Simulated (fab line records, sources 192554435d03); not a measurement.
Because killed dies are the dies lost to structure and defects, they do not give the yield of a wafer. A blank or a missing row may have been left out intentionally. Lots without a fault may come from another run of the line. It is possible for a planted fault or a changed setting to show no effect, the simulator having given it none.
Matching of chambers :: flow n5_finfet :: N5_MOL_CONTACT_COAG_ALD_131 on ald_sin-01: 4 sister chambers
The step deposits SiO2, target thk 5 nm, pulse time 1 s, co reactant pulse time 1 s. 20 wafers are shown with their chamber, then 10 later ones without.

== WAFERS PAIRED WITH THEIR CHAMBERS ==
wafer: L078.1
chamber: 1
heater_power_w (W): 82
precursor_pulse_height_rel: 1.000

wafer: L078.2
chamber: 0
heater_power_w (W): 88
precursor_pulse_height_rel: 0.985

wafer: L078.3
chamber: 2
heater_power_w (W): 75
precursor_pulse_height_rel: 1.034

wafer: L080.2
chamber: 1
heater_power_w (W): 83
precursor_pulse_height_rel: 1.005

wafer: L080.5
chamber: 0
heater_power_w (W): 90
precursor_pulse_height_rel: 1.006

wafer: L080.6
chamber: 1
heater_power_w (W): 85
precursor_pulse_height_rel: 0.970

wafer: L081.1
chamber: 0
heater_power_w (W): 91
precursor_pulse_height_rel: 0.997

wafer: L081.2
chamber: 1
heater_power_w (W): 84
precursor_pulse_height_rel: 1.026

wafer: L081.6
chamber: 2
heater_power_w (W): 74
precursor_pulse_height_rel: 0.997

wafer: L082.2
chamber: 1
heater_power_w (W): 83
precursor_pulse_height_rel: 0.993

wafer: L082.5
chamber: 1
heater_power_w (W): 79
precursor_pulse_height_rel: 1.016

wafer: L082.6
chamber: 0
heater_power_w (W): 88
precursor_pulse_height_rel: 1.000

wafer: L084.1
chamber: 2
heater_power_w (W): 73
precursor_pulse_height_rel: 0.996

wafer: L084.3
chamber: 1
heater_power_w (W): 83
precursor_pulse_height_rel: 1.009

wafer: L084.6
chamber: 3
heater_power_w (W): 70
precursor_pulse_height_rel: 1.028

wafer: L085.3
chamber: 1
heater_power_w (W): 84
precursor_pulse_height_rel: 1.016

wafer: L085.4
chamber: 2
heater_power_w (W): 75
precursor_pulse_height_rel: 1.003

wafer: L085.5
chamber: 0
heater_power_w (W): 91
precursor_pulse_height_rel: 1.028

wafer: L087.3
chamber: 3
heater_power_w (W): 71
precursor_pulse_height_rel: 0.989

wafer: L087.5
chamber: 3
heater_power_w (W): 71
precursor_pulse_height_rel: 1.024

SIGNATURES, as means of the wafers listed above
reading: heater_power_w
chamber 0: 89.60
chamber 1: 82.88
chamber 2: 74.25
chamber 3: 70.67
scatter within a chamber: 1.49

reading: precursor_pulse_height_rel
chamber 0: 1.00320
chamber 1: 1.00438
chamber 2: 1.00750
chamber 3: 1.01367
scatter within a chamber: 0.0176
Rule: a wafer's distance from a chamber is the root of the sum, over the readings, of the square of ((its reading less the chamber's mean) divided by the reading's scatter). If the next closest chamber is less than 2 further off than the closest, the wafer can't be placed; otherwise it belongs to the closest. The scatter: take each reading less its chamber's mean, square it, sum over the shown wafers, divide by the number of wafers less the number of chambers, and take the root.

== WAFERS WITH NO CHAMBER GIVEN ==
wafer: L087.6
heater_power_w (W): 72
precursor_pulse_height_rel: 1.010

wafer: L088.1
heater_power_w (W): 76
precursor_pulse_height_rel: 1.014

wafer: L088.3
heater_power_w (W): 71
precursor_pulse_height_rel: 1.008

wafer: L088.4
heater_power_w (W): 91
precursor_pulse_height_rel: 1.025

wafer: L089.1
heater_power_w (W): 75
precursor_pulse_height_rel: 1.008

wafer: L089.3
heater_power_w (W): 90
precursor_pulse_height_rel: 1.013

wafer: L089.6
heater_power_w (W): 91
precursor_pulse_height_rel: 1.012

wafer: L092.1
heater_power_w (W): 81
precursor_pulse_height_rel: 0.980

wafer: L092.2
heater_power_w (W): 75
precursor_pulse_height_rel: 0.981

wafer: L092.3
heater_power_w (W): 71
precursor_pulse_height_rel: 1.029

== THE CHAMBER EACH PASSED THROUGH ==
wafer: L087.6
from the rows above: can't be placed: 3 or 2
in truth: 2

wafer: L088.1
from the rows above: 2
in truth: 2

wafer: L088.3
from the rows above: can't be placed: 3 or 2
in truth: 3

wafer: L088.4
from the rows above: 0
in truth: 0

wafer: L089.1
from the rows above: 2
in truth: 2

wafer: L089.3
from the rows above: 0
in truth: 0

wafer: L089.6
from the rows above: 0
in truth: 0

wafer: L092.1
from the rows above: 1
in truth: 1

wafer: L092.2
from the rows above: can't be placed: 2 or 3
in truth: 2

wafer: L092.3
from the rows above: can't be placed: 3 or 2
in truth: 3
Placed correctly: 6 of 10. Can't be placed from these rows: 4 (the true chamber is among the candidates in 4). Wrongly placed: 0.
